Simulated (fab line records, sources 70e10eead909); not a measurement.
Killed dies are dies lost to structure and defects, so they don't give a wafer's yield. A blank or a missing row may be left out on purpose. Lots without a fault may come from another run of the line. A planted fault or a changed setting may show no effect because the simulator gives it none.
fab line records | flow nand_harc
record lots=14 wafers=42 last_day=25
route steps=1159 shown P_BONDPAD@351 A_ONON_D1@434
lots that met no fault: from a run of the same line without faults
start_h: hours from the record's first day to the start of the lot's first wafer shown | wait_h: hours since the lot's step before | " the same as in the row above | L1.1+2: a row that stands for several wafers | - no value, or no start given | * or withheld: withheld | < > ~ a bound
route shown NAME@n: a module of which the file shows steps, and the number in the route of the first | usual: mean/standard deviation of fault-free wafers | same: alike in all rows | chamber/n: place in a boat | sites: the reading at each site | _std_site: their standard deviation | _edge_site: outer sites' mean less inner sites' | radius_mm: how far each site lies from the wafer's centre | mask NAME#n: copy n | behind: the tool/chamber that last shaped the wafer | hold: why the lot was held/for how many hours/how that ended | device: the transistor (n, p or np) that didn't switch | end of line: the same wafers' tests at the end of the route | a step without rows: its recipe alone | killed: dies lost to structure and defects at the first sort, not the wafer's yield | map: a wafer's dies, x killed, . not, _ none there
set.NAME: the setting as run; set.NAME@STEP: as run at that earlier step | model.NAME: the simulator's own value behind a step, which no gauge read
steps of the route over a sample of lots; a table a step, a row a wafer
services: from which hour (start_h, from the record's first day; less than 0 if before it) a tool's chamber was out of use, for how many hours, and why
## steps
# step NHARC_P_BONDPAD_DEP_00
# recipe target_thk_a=2500 temp_c=370 target_thk_nm=250 pressure_torr=3 flow_sccm=200 rf_w=450 material=SiCN
# usual chamber_pressure_Torr=2.999/0.0068 heater_power_w=624/76 susceptor_temp_C=370.04/0.21
# columns lot.wafer tool chamber start_h wait_h chamber_pressure_Torr heater_power_w susceptor_temp_C
L436.3 pecvd-02 1 133.40 - 3.003 491 370.25
L436.5 " 2 " " 2.991 610 370.09
L436.4 " 1 " " 2.994 508 369.87
L438.3 pecvd-02 0 - - 2.994 763 370.33
L438.2 " 1 " " 3.004 508 369.47
L438.6 " 2 " " 3.001 705 370.44
L437.2 pecvd-02 1 140.15 - 2.986 520 370.21
L437.4 " 2 " " 3.005 713 370.36
L437.5 " 0 " " 2.998 762 370.33
L439.1 pecvd-01 1 144.35 - 2.995 698 370.17
L439.5 " 2 " " 3.001 558 369.73
L439.4 " 0 " " 2.997 660 370.64
L441.1 pecvd-01 2 149.06 - 3.010 561 369.99
L441.4 " 1 " " 3.003 669 370.04
L441.5 " 2 " " 2.995 565 370.03
L440.3 pecvd-03 1 - - 2.996 619 369.94
L440.1 " 2 " " 2.999 571 369.91
L440.4 " 2 " " 2.999 564 370.28
L445.3 pecvd-03 2 182.84 - 2.996 636 370.18
L445.4 " 2 " " 2.978 530 370.25
L445.5 " 0 " " 3.003 532 370.42
L449.2 pecvd-01 1 - - 3.005 683 369.59
L449.5 " 1 " " 3.001 674 369.80
L449.4 " 2 " " 2.984 589 370.38
L450.3 pecvd-01 2 202.47 - 2.995 576 370.16
L450.1 " 0 " " 3.007 620 369.80
L450.6 " 2 " " 2.989 577 370.19
L447.1 pecvd-03 0 215.65 - 3.005 573 370.10
L447.2 " 1 " " 3.001 679 369.92
L447.3 " 2 " " 3.005 543 369.81
L456.1 pecvd-02 1 249.33 - 3.009 510 369.69
L456.3 " 0 " " 3.011 712 370.11
L456.6 " 2 " " 3.004 680 370.04
L459.2 pecvd-01 1 - - 3.006 658 370.26
L459.1 " 2 " " 2.998 578 370.00
L459.6 " 1 " " 2.997 679 370.13
L457.1 pecvd-02 1 263.71 - 3.005 482 370.06
L457.3 " 2 " " 3.011 623 370.02
L457.5 " 2 " " 2.997 629 370.31
L458.2 pecvd-02 2 269.02 - 2.993 689 370.40
L458.5 " 2 " " 3.003 718 370.26
L458.4 " 0 " " 2.995 713 370.03
# step NHARC_P_BONDPAD_CMP_32
# recipe target_thk_nm=200 material=SiCN
# usual edge_zone_pressure_frac=0.999/0.0046 motor_current_A=11.9/1.2
# columns lot.wafer tool chamber start_h wait_h edge_zone_pressure_frac motor_current_A
L436.4 cmp-02 0 133.72 - 1.004 13.8
L436.3 " 1 " " 1.001 12.4
L436.5 " 1 " " 0.999 12.8
L438.2 cmp-02 3 139.98 - 0.992 11.3
L438.3 " 0 " " 0.996 13.3
L438.6 " 2 " " 0.996 12.4
L437.2 cmp-01 2 140.58 - 1.001 11.8
L437.4 " 1 " " 0.997 9.3
L437.5 " 3 " " 1.007 12.6
L439.1 cmp-04 1 144.78 - 0.996 10.2
L439.4 " 3 " " 0.994 10.6
L439.5 " 0 " " 1.010 14.2
L441.1 cmp-01 0 149.42 - 1.001 11.8
L441.4 " 3 " " 0.992 12.0
L441.5 " 0 " " 1.006 11.8
L440.1 cmp-04 0 152.79 - 0.993 13.7
L440.3 " 1 " " 1.005 11.1
L440.4 " 2 " " 0.996 12.7
L445.3 cmp-04 2 183.22 - 1.003 12.4
L445.4 " 0 " " 1.009 13.5
L445.5 " 3 " " 1.000 11.0
L449.4 cmp-04 2 202.57 - 0.991 12.5
L449.2 " 0 " " 1.003 13.5
L449.5 " 1 " " 1.001 10.7
L450.1 cmp-02 0 202.84 - 0.988 14.0
L450.3 " 2 " " 1.003 12.0
L450.6 " 0 " " 0.993 14.0
L447.1 cmp-01 0 216.08 - 1.001 11.3
L447.3 " 1 " " 0.995 9.8
L447.2 " 3 " " 0.994 13.0
L456.1 cmp-04 0 249.73 - 0.992 14.1
L456.3 " 3 " " 1.005 10.6
L456.6 " 1 " " 1.002 10.4
L459.1 cmp-01 3 263.41 - 1.001 12.0
L459.2 " 0 " " 1.001 11.5
L459.6 " 3 " " 0.994 13.1
L457.3 cmp-04 3 264.12 - 1.000 10.9
L457.1 " 0 " " 1.005 14.6
L457.5 " 2 " " 0.995 12.3
L458.4 cmp-02 2 269.45 - 0.998 11.8
L458.2 " 0 " " 0.988 13.7
L458.5 " 2 " " 1.001 12.2
# step NHARC_P_BONDPAD_THK_MEAS_33
# recipe thk_meas_gauge=ellipsometry
# usual thk_nm=200.4/1.6
# columns lot.wafer tool chamber start_h wait_h thk_nm
L436.3 film_metro-02 - 133.97 0.2 203.1
L436.4 " - " " 202.3
L436.5 " - " " 203.0
L438.2 film_metro-01 - 140.18 0.2 200.9
L438.3 " - " " 201.5
L438.6 " - " " 201.7
L437.2 film_metro-02 - 140.83 0.2 199.0
L437.4 " - " " 201.5
L437.5 " - " " 198.6
L439.1 film_metro-02 - 145.01 0.2 198.8
L439.4 " - " " 200.1
L439.5 " - " " 200.8
L441.1 film_metro-01 - 149.68 0.2 200.8
L441.4 " - " " 200.0
L441.5 " - " " 201.4
L440.1 film_metro-02 - 153.05 0.2 198.7
L440.3 " - " " 199.7
L440.4 " - " " 202.2
L445.3 film_metro-02 - 183.48 0.2 202.6
L445.4 " - " " 198.3
L445.5 " - " " 203.6
L449.2 film_metro-02 - 202.80 0.2 199.1
L449.4 " - " " 198.7
L449.5 " - " " 199.1
L450.1 film_metro-01 - 203.09 0.2 199.9
L450.3 " - " " 200.5
L450.6 " - " " 199.4
L447.1 film_metro-01 - 216.33 0.2 197.2
L447.2 " - " " 197.4
L447.3 " - " " 200.3
L456.1 film_metro-02 - 249.98 0.2 198.8
L456.3 " - " " 198.9
L456.6 " - " " 198.0
L459.1 film_metro-01 - 263.66 0.2 201.8
L459.2 " - " " 198.9
L459.6 " - " " 198.0
L457.1 film_metro-01 - 264.32 0.2 199.9
L457.3 " - " " 204.2
L457.5 " - " " 200.0
L458.2 film_metro-02 - 269.68 0.2 199.3
L458.4 " - " " 200.8
L458.5 " - " " 201.0
# step NHARC_A_ONON_D1_ANNEAL_15
# recipe temp_c=750 time_s=3600
# usual run_length_s=3628/4.9 spike_tc_bottom_C=765.9/2 zone_power_top_pct=25.0/0.51
# columns lot.wafer tool chamber start_h wait_h run_length_s spike_tc_bottom_C zone_power_top_pct
L436.3 furnace-02 0 168.34 3.7 3637 762.3 24.4
L436.4 " 0 " " 3637 763.9 24.3
L436.5 " 0 " " 3637 763.4 24.6
L437.2 furnace-06 0 175.93 3.0 3621 767.3 25.5
L437.4 " 0 " " 3621 769.1 25.7
L437.5 " 0 " " 3621 766.0 25.3
L438.2 furnace-06 0 175.93 3.0 3624 765.5 25.6
L438.3 " 0 " " 3624 766.6 25.5
L438.6 " 0 " " 3624 766.8 26.2
L439.1 furnace-02 0 182.10 5.5 3631 761.8 24.5
L439.4 " 0 " " 3631 763.8 24.5
L439.5 " 0 " " 3631 765.3 24.2
L441.1 furnace-02 0 182.10 5.5 3625 763.7 24.7
L441.4 " 0 " " 3625 764.4 24.7
L441.5 " 0 " " 3625 764.1 24.9
L440.1 furnace-02 0 189.03 3.6 3623 765.5 25.0
L440.3 " 0 " " 3623 764.3 24.3
L440.4 " 0 " " 3623 764.5 24.4
L445.3 furnace-02 0 218.90 5.1 3624 763.7 24.3
L445.4 " 0 " " 3624 762.3 24.5
L445.5 " 0 " " 3624 764.6 24.2
L449.2 furnace-06 0 238.65 5.4 3629 765.8 25.4
L449.4 " 0 " " 3629 766.2 25.7
L449.5 " 0 " " 3629 768.4 25.6
L450.1 furnace-06 0 238.65 5.3 3629 768.2 25.1
L450.3 " 0 " " 3629 767.8 25.6
L450.6 " 0 " " 3629 768.2 25.0
L447.1 furnace-06 0 250.95 4.2 3620 767.1 25.0
L447.2 " 0 " " 3620 768.3 25.4
L447.3 " 0 " " 3620 767.0 26.0
L456.1 furnace-06 - 283.32 4.0 - - -
L456.3 " - " " - - -
L456.6 " - " " - - -
L457.1 furnace-06 - 297.22 3.2 - - -
L457.3 " - " " - - -
L457.5 " - " " - - -
L459.1 furnace-06 0 297.22 3.3 3632 768.1 25.4
L459.2 " 0 " " 3632 768.2 25.2
L459.6 " 0 " " 3632 766.5 25.4
L458.2 furnace-06 0 309.32 3.9 3626 767.9 25.4
L458.4 " 0 " " 3626 767.2 25.4
L458.5 " 0 " " 3626 767.4 25.5
## services
# columns tool chamber start_h hours kind
cmp-04 - 110.74 - consumable_replace:conditioner
cmp-04 - 110.74 - consumable_replace:pad
furnace-02 - 110.82 26.0 pm
pecvd-03 - 111.13 13.0 pm
pecvd-01 - 115.33 5.5 repair
cmp-02 - 128.50 4.0 pm
cmp-04 - 133.41 0.9 repair
cmp-02 - 149.42 4.2 repair
pecvd-02 - 153.00 13.0 pm
cmp-02 - 158.80 1.5 repair
pecvd-03 0 169.67 9.2 repair
cmp-02 - 179.23 2.0 repair
cmp-01 - 179.50 4.0 pm
furnace-06 - 201.13 26.0 pm
cmp-04 - 204.64 1.0 repair
cmp-02 - 206.78 1.7 repair
pecvd-03 0 226.21 5.2 repair
cmp-02 - 226.50 4.0 pm
pecvd-01 - 237.00 13.0 pm
cmp-01 - 277.50 4.0 pm
cmp-01 - 287.56 1.3 repair
cmp-04 - 290.48 0.5 repair
pecvd-03 - 292.31 13.0 pm
cmp-04 - 293.00 16.5 repair
## key
first_sign step=NHARC_A_ONON_D1_ANNEAL_15 reading=tool_record direction=missing
effect none on later readings
met_at NHARC_A_ONON_D1_ANNEAL_15
struck_lots L456,L457
later_rows_left_out L456.1,L456.3,L456.6,L457.1,L457.3,L457.5
sort_left_out L456.1,L456.3,L456.6,L457.1,L457.3,L457.5
tester_left_out L456,L457
not_acting_at NHARC_P_BONDPAD_DEP_00,NHARC_P_BONDPAD_CMP_32,NHARC_P_BONDPAD_THK_MEAS_33
onset_between 250.95 283.32
fault kind=skipped_step_whole tool=furnace-06 chamber=- onset_h=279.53 steps=NHARC_A_ONON_D1_ANNEAL_15 scope=struck_lots_only
# tester_left_out: of these lots the tester's yield and bins aren't shown, on N5 and GAA mostly nor the transistor test; their killed dies are dies lost to structure and defects alone, not to doping, threshold or leakage, so they don't give the yield
# sort_left_out: the simulated sort isn't trusted on such a fault, so these wafers' sort isn't shown, and their yield isn't known
# later_rows_left_out: the simulator's readings of these wafers behind a module that went badly wrong aren't trusted and aren't shown, but for the sort
